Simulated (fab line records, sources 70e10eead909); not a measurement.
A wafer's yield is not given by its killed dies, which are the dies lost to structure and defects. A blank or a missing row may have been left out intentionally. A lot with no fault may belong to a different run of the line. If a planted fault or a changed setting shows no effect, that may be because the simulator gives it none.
8D (eight disciplines) problem report, filled in by code ; flow nandHarc ; the parts of the form that need people (team, actions taken, sign-off) are left out

== 1. PROBLEM STATEMENT ==
VT_DECK2_TOP_INNER at NHARC_END_WLT_00 reads a mean of 1.032 on 12 wafers of 4 lots; wafers without a fault read 0.899 with a standard deviation of 0.0059. That is +22 standard deviations from the usual mean.
First observed at day 29 19:13: wafer L516.1, on prober-02. The record has a number at this step for 33 wafers belonging to 11 lots. The rule behind "out" and "out of limits": a value lying over 4 standard deviations away from the usual mean. The rest of the wafers with a number are treated as sound.

== 2. WHAT IT IS, AND WHAT IT ISN'T ==
question;is;is not
which readings at this step;VT_DECK2_TOP_INNER, VT_DECK1_BOTTOM, VT_DECK1_BOTTOM_INNER, VT_DECK1_MEDIAN_NEAR_BOTTOM, VT_DECK1_MEDIAN_NEAR_BOTTOM_INNER, VT_DECK1_MIDDLE, VT_DECK1_MIDDLE_INNER, VT_DECK1_TOP, VT_DECK1_TOP_INNER, VT_DECK2_BOTTOM, VT_DECK2_BOTTOM_INNER, VT_DECK2_MEDIAN_NEAR_BOTTOM, VT_DECK2_MEDIAN_NEAR_BOTTOM_INNER, VT_DECK2_MIDDLE, VT_DECK2_MIDDLE_INNER, VT_DECK2_TOP;-
which lots;L516, L517, L518, L521;L505, L506, L508, L509, L511, L524, L525
which wafers of those lots;all that have a number;-
read on which gauges;prober-01, prober-02;-
when;from day 29 19:13;"up to then (15 sound wafers); but 6 sound wafers of L524, L525 came after"

== 3. WHAT RULES OUT EACH SUSPECT ==
Counting: a tool at any process step up to the reading remains a suspect when it ran all the lots that are out and ran no sound lot after the first of those.
- the gauge at NHARC_END_WLT_00: ruled out. Those wafers that are out were read across 2 gauges (prober-01, prober-02).
- wetBench-04 at NHARC_A_SOURCE_PLATE_PRECLEAN_00 (cleans in HF-LAST, time 60 s): kept. It ran every lot that is out, first L516 (day 12 04:33), and no sound lot after that; its last sound lot up to then is L509 (day 9 10:26).
Left after counting: wetBench-04 at NHARC_A_SOURCE_PLATE_PRECLEAN_00.

== 4. THE CAUSE (what the simulator had put in) ==
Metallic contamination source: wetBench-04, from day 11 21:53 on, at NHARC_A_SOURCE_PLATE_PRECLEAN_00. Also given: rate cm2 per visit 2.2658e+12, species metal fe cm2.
This tool alone remained once counting was done.

== 5. THE EFFECT CHAIN, in route order ==
Rows list readings where the struck wafers' mean (over those with a number) sits beyond 3 standard deviations from the usual. Only readings for which the record gives a usual standard deviation are gone through. hours: the time from each lot's start at the first step in this table that gives one to its start at this step, as a median over the lots. sigmas: the change in usual standard deviations.
hours;step;reading;usual;on struck wafers;change;sigmas
0;NHARC_END_WLT_00;VT_DECK1_BOTTOM;0.874;1.001;+0.127;+18
0;NHARC_END_WLT_00;VT_DECK1_BOTTOM_INNER;0.874;0.997;+0.123;+18
0;NHARC_END_WLT_00;VT_DECK1_MEDIAN_NEAR_BOTTOM;0.875;1.000;+0.125;+17
0;NHARC_END_WLT_00;VT_DECK1_MEDIAN_NEAR_BOTTOM_INNER;0.875;1.002;+0.127;+17
0;NHARC_END_WLT_00;VT_DECK1_MIDDLE;0.888;1.017;+0.129;+19
0;NHARC_END_WLT_00;VT_DECK1_MIDDLE_INNER;0.887;1.014;+0.127;+18
0;NHARC_END_WLT_00;VT_DECK1_TOP;0.899;1.027;+0.128;+17
0;NHARC_END_WLT_00;VT_DECK1_TOP_INNER;0.900;1.030;+0.130;+18
0;NHARC_END_WLT_00;VT_DECK2_BOTTOM;0.874;1.004;+0.130;+20
0;NHARC_END_WLT_00;VT_DECK2_BOTTOM_INNER;0.873;1.002;+0.129;+20
0;NHARC_END_WLT_00;VT_DECK2_MEDIAN_NEAR_BOTTOM;0.875;1.001;+0.126;+20
0;NHARC_END_WLT_00;VT_DECK2_MEDIAN_NEAR_BOTTOM_INNER;0.874;1.002;+0.128;+21
0;NHARC_END_WLT_00;VT_DECK2_MIDDLE;0.887;1.018;+0.131;+19
0;NHARC_END_WLT_00;VT_DECK2_MIDDLE_INNER;0.887;1.017;+0.130;+19
0;NHARC_END_WLT_00;VT_DECK2_TOP;0.899;1.030;+0.131;+18
0;NHARC_END_WLT_00;VT_DECK2_TOP_INNER;0.899;1.032;+0.133;+22

== 6. WHAT WOULD HAVE CAUGHT IT SOONER ==
Counted from the fault's start at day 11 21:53, it took 429 hours until the first out-of-limits reading at a measuring or inspecting step in this record, taken at day 29 19:13.
By day 29 19:13, every lot that is out (4) had started NHARC_A_SOURCE_PLATE_PRECLEAN_00 on wetBench-04. Tool hold at that time: it would have spared none of them.
